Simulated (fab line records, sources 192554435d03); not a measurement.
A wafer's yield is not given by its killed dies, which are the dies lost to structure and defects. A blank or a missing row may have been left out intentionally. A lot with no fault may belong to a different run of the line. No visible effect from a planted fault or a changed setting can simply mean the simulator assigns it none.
Chamber matching / flow n5_finfet / 4 sister chambers for N5_BEOL_M14_VIA_ETCH_16 on rie_diel-05
The step etches SiO2 in C4F8/O2/Ar, target depth 1231.3 nm. 22 wafers are shown with their chamber, then 11 later ones without.

WAFERS, EACH WITH ITS CHAMBER
wafer=L075.3; chamber=3; drypump_motor_current_A (A)=5.9; throttle_valve_pct (%)=30.96; rf_vpp_V (V)=2223
wafer=L075.4; chamber=0; drypump_motor_current_A (A)=5.6; throttle_valve_pct (%)=30.89; rf_vpp_V (V)=2242
wafer=L075.6; chamber=3; drypump_motor_current_A (A)=5.9; throttle_valve_pct (%)=30.97; rf_vpp_V (V)=2223
wafer=L079.1; chamber=1; drypump_motor_current_A (A)=5.2; throttle_valve_pct (%)=30.77; rf_vpp_V (V)=2233
wafer=L079.3; chamber=2; drypump_motor_current_A (A)=5.1; throttle_valve_pct (%)=30.45; rf_vpp_V (V)=2208
wafer=L079.5; chamber=2; drypump_motor_current_A (A)=5.1; throttle_valve_pct (%)=30.46; rf_vpp_V (V)=2208
wafer=L081.1; chamber=2; drypump_motor_current_A (A)=5.1; throttle_valve_pct (%)=30.49; rf_vpp_V (V)=2209
wafer=L081.2; chamber=0; drypump_motor_current_A (A)=5.7; throttle_valve_pct (%)=30.90; rf_vpp_V (V)=2240
wafer=L081.3; chamber=1; drypump_motor_current_A (A)=5.2; throttle_valve_pct (%)=30.80; rf_vpp_V (V)=2233
wafer=L081.4; chamber=3; drypump_motor_current_A (A)=5.9; throttle_valve_pct (%)=30.99; rf_vpp_V (V)=2223
wafer=L081.5; chamber=3; drypump_motor_current_A (A)=5.9; throttle_valve_pct (%)=30.97; rf_vpp_V (V)=2223
wafer=L081.6; chamber=2; drypump_motor_current_A (A)=5.1; throttle_valve_pct (%)=30.47; rf_vpp_V (V)=2207
wafer=L086.3; chamber=3; drypump_motor_current_A (A)=5.9; throttle_valve_pct (%)=30.96; rf_vpp_V (V)=2223
wafer=L086.4; chamber=1; drypump_motor_current_A (A)=5.2; throttle_valve_pct (%)=30.78; rf_vpp_V (V)=2232
wafer=L086.5; chamber=1; drypump_motor_current_A (A)=5.2; throttle_valve_pct (%)=30.78; rf_vpp_V (V)=2233
wafer=L084.4; chamber=1; drypump_motor_current_A (A)=5.2; throttle_valve_pct (%)=30.79; rf_vpp_V (V)=2232
wafer=L084.5; chamber=3; drypump_motor_current_A (A)=5.9; throttle_valve_pct (%)=30.96; rf_vpp_V (V)=2223
wafer=L084.6; chamber=2; drypump_motor_current_A (A)=5.1; throttle_valve_pct (%)=30.47; rf_vpp_V (V)=2208
wafer=L090.1; chamber=3; drypump_motor_current_A (A)=5.9; throttle_valve_pct (%)=30.97; rf_vpp_V (V)=2221
wafer=L090.3; chamber=2; drypump_motor_current_A (A)=5.1; throttle_valve_pct (%)=30.45; rf_vpp_V (V)=2207
wafer=L090.4; chamber=1; drypump_motor_current_A (A)=5.2; throttle_valve_pct (%)=30.79; rf_vpp_V (V)=2232
wafer=L092.3; chamber=2; drypump_motor_current_A (A)=5.1; throttle_valve_pct (%)=30.47; rf_vpp_V (V)=2208

SIGNATURES, as means of the wafers listed above
reading=drypump_motor_current_A; chamber 0=5.650; chamber 1=5.200; chamber 2=5.100; chamber 3=5.900; scatter within a chamber=0.0167
reading=throttle_valve_pct; chamber 0=30.8950; chamber 1=30.7850; chamber 2=30.4657; chamber 3=30.9686; scatter within a chamber=0.0117
reading=rf_vpp_V; chamber 0=2241.00; chamber 1=2232.50; chamber 2=2207.86; chamber 3=2222.71; scatter within a chamber=0.737
Rule: a wafer's distance from a chamber is the root of the sum, over the readings, of the square of ((its reading less the chamber's mean) divided by the reading's scatter). If the next closest chamber is less than 2 further off than the closest, the wafer can't be placed; otherwise it belongs to the closest. The scatter: the root of (the sum of the squares of (reading less its chamber's mean) over the shown wafers, divided by (wafers less chambers)).

WAFERS WITH NO CHAMBER GIVEN
wafer=L092.5; drypump_motor_current_A (A)=5.9; throttle_valve_pct (%)=30.98; rf_vpp_V (V)=2221
wafer=L092.6; drypump_motor_current_A (A)=5.1; throttle_valve_pct (%)=30.49; rf_vpp_V (V)=2205
wafer=L094.1; drypump_motor_current_A (A)=5.2; throttle_valve_pct (%)=30.78; rf_vpp_V (V)=2231
wafer=L094.2; drypump_motor_current_A (A)=5.6; throttle_valve_pct (%)=30.93; rf_vpp_V (V)=2239
wafer=L094.4; drypump_motor_current_A (A)=5.2; throttle_valve_pct (%)=30.81; rf_vpp_V (V)=2232
wafer=L097.4; drypump_motor_current_A (A)=5.7; throttle_valve_pct (%)=30.92; rf_vpp_V (V)=2240
wafer=L097.5; drypump_motor_current_A (A)=5.2; throttle_valve_pct (%)=30.81; rf_vpp_V (V)=2232
wafer=L097.6; drypump_motor_current_A (A)=5.9; throttle_valve_pct (%)=30.74; rf_vpp_V (V)=2258
wafer=L096.2; drypump_motor_current_A (A)=5.6; throttle_valve_pct (%)=30.93; rf_vpp_V (V)=2239
wafer=L096.3; drypump_motor_current_A (A)=5.9; throttle_valve_pct (%)=30.75; rf_vpp_V (V)=2256
wafer=L096.5; drypump_motor_current_A (A)=5.9; throttle_valve_pct (%)=30.75; rf_vpp_V (V)=2258

WHICH CHAMBER EACH WENT THROUGH
wafer=L092.5; from the rows above=3; in truth=3
wafer=L092.6; from the rows above=2; in truth=2
wafer=L094.1; from the rows above=1; in truth=1
wafer=L094.2; from the rows above=0; in truth=0
wafer=L094.4; from the rows above=1; in truth=1
wafer=L097.4; from the rows above=0; in truth=0
wafer=L097.5; from the rows above=1; in truth=1
wafer=L097.6; from the rows above=0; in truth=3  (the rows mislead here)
wafer=L096.2; from the rows above=0; in truth=0
wafer=L096.3; from the rows above=0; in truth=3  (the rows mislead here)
wafer=L096.5; from the rows above=0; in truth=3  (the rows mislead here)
Correct placement for 8 of the 11. From these rows, 0 cannot be placed. Number placed wrongly: 3.
